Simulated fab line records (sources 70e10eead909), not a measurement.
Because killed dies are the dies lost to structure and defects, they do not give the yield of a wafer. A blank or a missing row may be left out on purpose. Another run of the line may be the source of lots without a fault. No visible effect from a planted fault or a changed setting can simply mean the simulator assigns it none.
fab line records -- flow nand-harc -- part 2 of 2: steps 5 to 6 of 6
record lots=23, wafers=69, last-day=33
route steps=1302 shown A_ONON_D1@437 A_CHANNEL_HOLE_D1@474 A_CHANNEL_FILL_D1@494
lots with no fault: from the same line, run without faults
start-h: hours from the record's first day to the start of the lot's first wafer shown -- wait-h: hours since the lot's step before -- " the same as in the row above -- L1.1+2: a row that stands for several wafers -- - either no value or no given start -- * or withheld: withheld -- < > ~ a bound
route shown NAME@n: names a module that has steps shown in the file, with the first one's number in the route -- usual: mean and standard deviation over wafers with no fault -- same: alike in all rows -- chamber/n: place in a boat -- sites: each site's reading -- _std_site: standard deviation of those values -- _edge_site: inner sites' mean taken away from outer sites' mean -- radius-mm: how far each site lies from the wafer's centre -- mask NAME#n: copy n -- behind: the last tool/chamber to shape the wafer -- hold: reason for holding the lot/hours on hold/outcome of the hold -- device: transistor that didn't switch, given as n, p or np -- end of line: at the end of the route, the tests of the same wafers -- a step without rows: its recipe alone -- killed: dies that structure and defects cost at the first sort, which is not the same as the wafer's yield -- map: the dies of a wafer, with x for killed, . for not killed, _ for no die there
set.NAME: the setting the step ran with; set.NAME@STEP: the setting that earlier step ran with -- model.NAME: the simulator's own value behind a step, which no gauge read
one table for each step of the route and one row for each wafer, over a sample of lots
services: the hour from which a tool's chamber was out of use, counted from the record's first day as start-h (under 0 if before that day), plus the number of hours and why
## steps
# step NHARC_A_CHANNEL_FILL_D1_ALD_14
# recipe target-thk-a=25, pulse-time-s=10, ald-cycles=25, temp-c=300, material=SiO2
# usual heater-power-w=473/46, precursor-pulse-height-rel=1.000/0.02
# same ald-cycles=25
lot.wafer,tool,chamber,start-h,wait-h,heater-power-w,precursor-pulse-height-rel
L074.3,ald-hk-03,2,191.26,0.1,424,1.038
L074.5,ald-hk-03,0,191.26,0.1,508,0.981
L074.6,ald-hk-03,1,191.26,0.1,484,0.979
L075.1,ald-hk-01,1,202.43,0.0,410,1.031
L075.5,ald-hk-01,1,202.43,0.0,414,0.973
L075.6,ald-hk-01,2,202.43,0.0,496,1.002
L076.1,ald-hk-02,1,209.76,0.1,409,1.022
L076.3,ald-hk-02,3,209.76,0.1,565,0.992
L076.6,ald-hk-02,1,209.76,0.1,410,1.042
L077.2,ald-hk-03,1,226.96,0.0,500,1.023
L077.4,ald-hk-03,0,226.96,0.0,470,1.003
L077.6,ald-hk-03,1,226.96,0.0,506,1.003
L078.4,ald-hk-01,3,226.99,0.1,423,1.009
L078.2,ald-hk-01,0,226.99,0.1,488,1.014
L078.6,ald-hk-01,3,226.99,0.1,417,0.984
L079.2,ald-hk-01,0,251.08,2.8,491,1.015
L079.1,ald-hk-01,3,251.08,2.8,411,0.999
L079.6,ald-hk-01,0,251.08,2.8,492,0.993
L080.3,ald-hk-02,1,264.11,0.0,425,0.998
L080.2,ald-hk-02,3,264.11,0.0,557,1.017
L080.5,ald-hk-02,2,264.11,0.0,474,0.980
L081.4,ald-hk-01,3,264.11,0.0,415,0.975
L081.5,ald-hk-01,3,264.11,0.0,417,0.989
L081.6,ald-hk-01,0,264.11,0.0,482,1.057
L082.4,ald-hk-03,0,274.66,0.1,471,0.990
L082.2,ald-hk-03,1,274.66,0.1,506,1.016
L082.6,ald-hk-03,3,274.66,0.1,518,0.986
L083.1,ald-hk-03,2,298.36,0.0,406,0.996
L083.4,ald-hk-03,3,298.36,0.0,519,0.990
L083.2,ald-hk-03,0,298.36,0.0,474,0.994
L084.2,ald-hk-03,3,298.59,0.3,514,0.978
L084.3,ald-hk-03,1,298.59,0.3,513,0.989
L084.6,ald-hk-03,0,298.59,0.3,480,1.002
L085.3,ald-hk-03,1,305.90,0.1,499,0.989
L085.1,ald-hk-03,2,305.90,0.1,411,1.010
L085.6,ald-hk-03,1,305.90,0.1,505,1.000
L086.1,ald-hk-03,2,310.33,0.1,412,0.978
L086.6,ald-hk-03,1,310.33,0.1,503,1.012
L086.5,ald-hk-03,2,310.33,0.1,409,1.053
L088.4,ald-hk-02,1,340.81,0.0,413,0.955
L088.3,ald-hk-02,0,340.81,0.0,536,0.967
L088.6,ald-hk-02,2,340.81,0.0,468,0.988
L089.3,ald-hk-02,1,341.07,0.3,414,1.015
L089.2,ald-hk-02,2,341.07,0.3,474,1.007
L089.1,ald-hk-02,3,341.07,0.3,572,1.006
L091.1,ald-hk-03,2,365.86,0.1,401,0.989
L091.2,ald-hk-03,3,365.86,0.1,517,1.002
L091.3,ald-hk-03,0,365.86,0.1,482,1.043
L090.1,ald-hk-01,1,365.87,0.1,413,1.005
L090.2,ald-hk-01,3,365.87,0.1,437,1.012
L090.5,ald-hk-01,1,365.87,0.1,426,0.980
L093.3,ald-hk-02,3,381.33,0.0,538,0.997
L093.1,ald-hk-02,1,381.33,0.0,409,1.013
L093.5,ald-hk-02,3,381.33,0.0,534,0.983
L092.4,ald-hk-03,0,381.33,0.0,488,0.984
L092.2,ald-hk-03,3,381.33,0.0,514,1.033
L092.6,ald-hk-03,0,381.33,0.0,490,1.018
L094.4,ald-hk-01,1,398.77,1.9,429,1.005
L094.3,ald-hk-01,2,398.77,1.9,474,0.946
L094.5,ald-hk-01,0,398.77,1.9,479,1.012
L095.2,ald-hk-03,0,414.50,0.0,481,1.016
L095.3,ald-hk-03,3,414.50,0.0,453,1.000
L095.6,ald-hk-03,1,414.50,0.0,489,1.003
L096.4,ald-hk-01,0,414.60,0.1,472,1.003
L096.2,ald-hk-01,1,414.60,0.1,428,1.025
L096.1,ald-hk-01,3,414.60,0.1,434,0.986
L097.4,ald-hk-02,3,418.61,0.0,541,1.001
L097.5,ald-hk-02,3,418.61,0.0,543,1.045
L097.6,ald-hk-02,0,418.61,0.0,553,0.988
# step NHARC_A_CHANNEL_FILL_D1_ETCHBACK_19
# recipe target-depth-a=50, time-s=1.7, hbr-flow-sccm=150, cl2-flow-sccm=50, rf-w=400, icp-w=400, bias-w=100, chemistry=HBr/Cl2
# usual bias-w=100.0/0.31, drypump-motor-current-A=5.5/0.56, he-backside-leak-sccm=2.64/0.19, oes-product-au=1.003/0.016, throttle-valve-pct=26.405/0.0091
lot.wafer,tool,chamber,start-h,wait-h,bias-w,drypump-motor-current-A,he-backside-leak-sccm,oes-product-au,rf-hours-counter-h,throttle-valve-pct
L074.3,rie-si-01,2,208.94,0.4,100.0,6.4,2.63,0.998,0.04,26.405
L074.5,rie-si-01,0,208.94,0.4,100.3,5.8,2.38,1.013,-,26.412
L074.6,rie-si-01,2,208.94,0.4,99.7,6.4,2.64,0.991,-,26.408
L075.1,rie-si-01,1,220.43,0.4,100.3,6.0,2.68,1.003,0.08,26.398
L075.5,rie-si-01,2,220.43,0.4,99.9,6.4,2.65,0.990,-,26.398
L075.6,rie-si-01,3,220.43,0.4,99.7,4.9,2.95,1.028,-,26.394
L076.1,rie-si-04,1,227.78,0.4,100.0,4.9,2.68,1.003,0.35,26.403
L076.3,rie-si-04,0,227.78,0.4,100.0,6.7,2.50,0.994,0.35,26.392
L076.6,rie-si-04,1,227.78,0.4,99.7,4.9,2.65,1.002,-,26.410
L078.2,rie-si-06,3,244.12,0.4,99.7,5.1,2.44,1.006,0.93,26.409
L078.4,rie-si-06,2,244.12,0.4,100.2,5.7,2.74,1.000,1.04,26.413
L078.6,rie-si-06,3,244.12,0.4,100.2,5.1,2.50,1.016,-,26.399
L077.2,rie-si-04,2,244.12,0.4,100.2,5.2,2.83,0.993,0.34,26.397
L077.4,rie-si-04,3,244.12,0.4,99.8,4.8,2.72,0.999,0.35,26.415
L077.6,rie-si-04,3,244.12,0.4,99.9,4.8,2.73,0.994,-,26.410
L079.2,rie-si-06,2,268.63,0.4,99.8,5.7,2.84,1.007,0.02,26.406
L079.1,rie-si-06,0,268.63,0.4,99.8,5.3,2.59,1.010,0.05,26.392
L079.6,rie-si-06,2,268.63,0.4,99.5,5.7,2.65,1.000,-,26.414
L080.3,rie-si-04,1,281.22,0.4,100.2,4.9,2.70,0.999,0.59,26.400
L080.2,rie-si-04,0,281.22,0.4,99.8,6.7,2.46,1.006,0.46,26.404
L080.5,rie-si-04,2,281.22,0.4,99.5,5.3,3.09,0.995,-,26.417
L081.4,rie-si-06,1,281.23,0.4,99.8,5.5,2.61,0.977,0.10,26.407
L081.6,rie-si-06,0,281.23,0.4,99.8,5.3,2.59,1.006,-,26.398
L081.5,rie-si-06,1,281.23,0.4,100.4,5.5,2.58,0.989,-,26.407
L082.2,rie-si-04,0,292.87,0.4,100.4,6.7,2.40,1.006,0.58,26.410
L082.4,rie-si-04,2,292.87,0.4,99.7,5.2,2.96,1.000,-,26.405
L082.6,rie-si-04,0,292.87,0.4,100.0,6.7,2.65,0.995,-,26.403
L084.3,rie-si-06,3,315.41,0.4,100.0,5.1,2.42,1.013,0.28,26.413
L084.2,rie-si-06,0,315.41,0.4,100.4,5.3,2.58,1.003,0.33,26.415
L084.6,rie-si-06,0,315.41,0.4,99.9,5.3,2.79,1.008,-,26.398
L083.2,rie-si-01,0,315.41,0.4,100.3,5.8,2.33,0.998,0.84,26.391
L083.4,rie-si-01,1,315.41,0.4,100.0,6.0,2.61,0.994,0.73,26.430
L083.1,rie-si-01,2,315.41,0.4,99.7,6.4,2.68,0.998,0.63,26.401
L085.1,rie-si-06,2,323.34,0.4,100.1,5.6,2.63,1.006,0.29,26.409
L085.3,rie-si-06,3,323.34,0.4,100.3,5.1,2.52,1.025,0.34,26.417
L085.6,rie-si-06,3,323.34,0.4,100.7,5.1,2.41,1.027,-,26.417
L086.1,rie-si-06,0,327.22,0.4,99.9,5.3,2.71,1.011,0.42,26.397
L086.5,rie-si-06,0,327.22,0.4,99.9,5.3,2.71,1.015,-,26.416
L086.6,rie-si-06,1,327.22,0.4,100.2,5.5,2.75,1.000,-,26.396
L089.3,rie-si-04,3,359.79,0.4,100.8,4.8,2.68,0.985,0.05,26.411
L089.1,rie-si-04,0,359.79,0.4,100.2,6.7,2.39,0.982,0.05,26.416
L089.2,rie-si-04,1,359.79,0.4,99.9,4.9,2.54,1.017,0.02,26.415
L088.4,rie-si-01,0,359.82,0.4,100.1,5.8,2.44,1.011,1.13,26.404
L088.3,rie-si-01,1,359.82,0.4,100.0,6.0,2.73,1.010,0.97,26.403
L088.6,rie-si-01,2,359.82,0.4,99.7,6.4,2.61,0.988,-,26.406
L091.3,rie-si-06,3,382.87,0.4,100.0,5.1,2.55,1.002,0.62,26.395
L091.1,rie-si-06,1,382.87,0.4,100.4,5.5,2.53,0.987,0.60,26.396
L091.2,rie-si-06,2,382.87,0.4,99.2,5.6,2.64,1.006,0.63,26.416
L090.1,rie-si-04,1,382.87,0.4,100.4,4.9,2.62,1.009,0.20,26.419
L090.2,rie-si-04,2,382.87,0.4,99.7,5.2,2.69,1.007,0.22,26.406
L090.5,rie-si-04,2,382.87,0.4,99.6,5.2,2.81,1.014,-,26.395
L092.2,rie-si-01,2,398.48,0.4,99.8,6.4,2.73,1.017,0.18,26.418
L092.4,rie-si-01,0,398.48,0.4,100.7,5.8,2.38,0.999,0.15,26.412
L092.6,rie-si-01,2,398.48,0.4,99.8,6.4,2.73,1.026,-,26.389
L093.1,rie-si-04,0,398.49,0.4,100.0,6.7,2.37,0.987,0.30,26.424
L093.3,rie-si-04,1,398.49,0.4,100.2,4.9,2.45,1.007,0.31,26.411
L093.5,rie-si-04,0,398.49,0.4,100.3,6.7,2.38,0.973,-,26.398
L094.3,rie-si-04,0,417.27,0.4,100.3,6.7,2.43,0.970,0.42,26.401
L094.4,rie-si-04,1,417.27,0.4,100.2,4.9,2.71,1.013,0.37,26.407
L094.5,rie-si-04,2,417.27,0.4,100.4,5.3,3.01,1.003,-,26.397
L096.1,rie-si-01,0,431.53,0.4,100.3,5.8,2.46,1.006,0.35,26.403
L096.4,rie-si-01,1,431.53,0.4,100.5,6.1,2.60,1.024,0.45,26.405
L096.2,rie-si-01,2,431.53,0.4,100.5,6.4,2.70,1.013,0.45,26.406
L095.2,rie-si-04,3,431.54,0.4,100.1,4.8,2.58,0.972,0.47,26.411
L095.3,rie-si-04,0,431.54,0.4,99.7,6.7,2.32,0.975,0.47,26.415
L095.6,rie-si-04,2,431.54,0.4,100.2,5.2,2.84,1.016,-,26.403
L097.4,rie-si-06,0,435.49,0.4,99.9,5.3,2.68,1.002,0,26.417
L097.5,rie-si-06,3,435.49,0.4,99.4,5.1,2.38,1.008,-,26.399
L097.6,rie-si-06,0,435.49,0.4,100.0,5.3,2.76,0.994,-,26.382
## services
tool,chamber,start-h,hours,kind
rie-si-04,-,165.00,9.0,pm
rie-diel-12,3,169.33,4.7,repair
rie-diel-03,-,176.73,0.3,repair
rie-si-06,3,207.57,2.4,repair
ald-hk-03,-,212.00,10.0,pm
rie-diel-12,1,219.81,2.7,repair
rie-diel-03,3,233.74,10.9,repair
rie-diel-12,1,247.46,7.9,repair
rie-si-06,-,249.00,9.0,pm
rie-si-04,0,253.15,21.4,repair
rie-diel-12,3,262.30,14.8,repair
rie-si-04,-,262.59,0.3,repair
rie-diel-12,2,267.07,21.9,repair
rie-diel-12,-,270.69,9.0,pm
rie-diel-03,-,281.32,9.0,pm
rie-si-04,3,289.56,3.5,repair
rie-diel-03,2,311.91,2.2,repair
rie-diel-03,0,333.78,4.3,repair
rie-si-04,-,342.00,9.0,pm
rie-si-06,0,374.92,10.8,repair
har-etch-02,-,377.00,17.0,pm
ald-hk-03,-,390.00,10.0,pm
rie-diel-03,0,402.70,2.8,repair
rie-si-04,1,434.03,7.7,repair
